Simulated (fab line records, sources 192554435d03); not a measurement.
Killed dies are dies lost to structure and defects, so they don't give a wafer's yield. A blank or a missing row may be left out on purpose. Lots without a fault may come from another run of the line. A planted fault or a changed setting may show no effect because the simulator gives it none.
Split-lot experiment | flow n5_finfet | 7 lots, 21 wafers read, on a route of 1938 steps

THE SPLIT
At N5_BEOL_M15_COAT_22 (resist thk 800 nm), the setting spin_rpm was moved away from the recipe's 1704 rpm on 3 of the 21 wafers read, by -4.5% to +8.8%. The other wafers ran this setting at the recipe's value.

FROM THE SPLIT TO THE READING: what the file shows between them, 4 steps
- N5_BEOL_M15_EBR_24
- N5_BEOL_M15_SOFTBAKE_23: time 60 s
- N5_BEOL_M15_DESCUM_33: chemistry O2, time 7.9 s
- N5_BEOL_M15_ETCH_61: etches BARC in N2/H2, target depth 89 nm, overetch 26.7 nm, time 67.9 s

THE READING
coat_of_BEOL_M15_COAT_22.thk_nm (the simulator's own value, which no gauge read), in nm, at N5_BEOL_M15_TRENCH_ETCH_34 (etches SiO2 in C4F8/O2/Ar, target depth 872.93 nm, time 199 s). The file gives no usual value for it. The 18 wafers here that ran the recipe average 540.7 nm, standard deviation 4.1 nm.

wafer  | tool, chamber at the split | spin_rpm as run, rpm | against the recipe | coat_of_BEOL_M15_COAT_22.thk_nm, nm | against lot-mates on the recipe
L074.1 | litho_track-01, 0          | 1704                 | recipe             | 544.6                               | -
L074.2 | litho_track-01, 0          | 1704                 | recipe             | 543.4                               | -
L074.6 | litho_track-01, 0          | 1704                 | recipe             | 543.6                               | -
L075.1 | litho_track-01, 0          | 1704                 | recipe             | 540.4                               | -
L075.2 | litho_track-01, 0          | 1704                 | recipe             | 543                                 | -
L075.3 | litho_track-01, 0          | 1704                 | recipe             | 540.8                               | -
L084.2 | litho_track-02, 0          | 1704                 | recipe             | 535                                 | -
L084.3 | litho_track-02, 0          | 1704                 | recipe             | 533.6                               | -
L084.6 | litho_track-02, 0          | 1704                 | recipe             | 536.2                               | -
L082.2 | litho_track-01, 0          | 1627                 | -4.5%              | 568.8                               | +25.2
L082.3 | litho_track-01, 0          | 1704                 | recipe             | 543.6                               | -
L082.5 | litho_track-01, 0          | 1627                 | -4.5%              | 569.4                               | +25.8
L087.1 | litho_track-01, 0          | 1704                 | recipe             | 542.2                               | -
L087.2 | litho_track-01, 0          | 1704                 | recipe             | 541.6                               | -
L087.5 | litho_track-01, 0          | 1704                 | recipe             | 539.6                               | -
L085.1 | litho_track-01, 0          | 1854                 | +8.8%              | 505.2                               | -40.9
L085.4 | litho_track-01, 0          | 1704                 | recipe             | 545                                 | -
L085.6 | litho_track-01, 0          | 1704                 | recipe             | 547.2                               | -
L097.1 | litho_track-02, 0          | 1704                 | recipe             | 542.8                               | -
L097.2 | litho_track-02, 0          | 1704                 | recipe             | 536.6                               | -
L097.5 | litho_track-02, 0          | 1704                 | recipe             | 532.6                               | -

THE FIT
A straight line over all 21 wafers: coat_of_BEOL_M15_COAT_22.thk_nm changes by -4.81 nm for each +1% of spin_rpm; r = -0.93; the points scatter about the line by 4.7 nm.
The same after taking each lot's own level away (the mean of its wafers on the recipe; 21 wafers): -4.99 nm for each +1%; r = -0.99; scatter 2.2 nm.
On that fit, the largest move of spin_rpm shifts the reading by 44 nm.
The lots' own levels span 534.93 to 546.10 nm, that is 2.7 times the standard deviation above.
So the lot-to-lot level changes the slope little: the two slopes agree.
Check: with one of the wafers moved furthest among these (+8.8%) left out of the fit, the line predicts -49.7 nm for it against its lot-mates. It came out at -40.9 nm against them.

OTHER SPLITS ON THESE WAFERS
These wafers also went through other splits before the reading. Each is held against what the fit with the lots' levels taken away leaves over:
other split on the same wafers | wafers away from the commonest value | r with coat_of_BEOL_M15_COAT_22.thk_nm (lot level and that fit taken away)
N5_BEOL_M11_COAT_05 spin_rpm   | 3                                    | +0.17
N5_BEOL_M12_PEB_08 peb_temp_c  | 10                                   | -0.14
N5_BEOL_M13_ETCH_67 bias_w     | 6                                    | -0.38
N5_BEOL_M14_ETCH_68 time_s     | 8                                    | -0.01

THE WHOLE CHAIN: every reading that the file lists as answering this split, in the file's order
step                       | what it does                                                            | reading                                                                          | change (the file's fit)              | r (the file's)
N5_BEOL_M15_COAT_22        | resist thk 800 nm                                                       | coat_of_BEOL_M15_COAT_22.thk_nm (the simulator's own value, which no gauge read) | -3.95 nm for each +1% of the setting | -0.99
N5_BEOL_M15_ETCH_61        | etches BARC in N2/H2, target depth 89 nm, overetch 26.7 nm, time 67.9 s | coat_of_BEOL_M15_COAT_22.thk_nm (the simulator's own value, which no gauge read) | -4.33 nm for each +1% of the setting | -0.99
N5_BEOL_M15_TRENCH_ETCH_34 | etches SiO2 in C4F8/O2/Ar, target depth 872.93 nm, time 199 s           | coat_of_BEOL_M15_COAT_22.thk_nm (the simulator's own value, which no gauge read) | -4.85 nm for each +1% of the setting | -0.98

THE FILE'S OWN FIT
coat_of_BEOL_M15_COAT_22.thk_nm changes by -4.85 nm for each +1% of spin_rpm, r = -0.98.
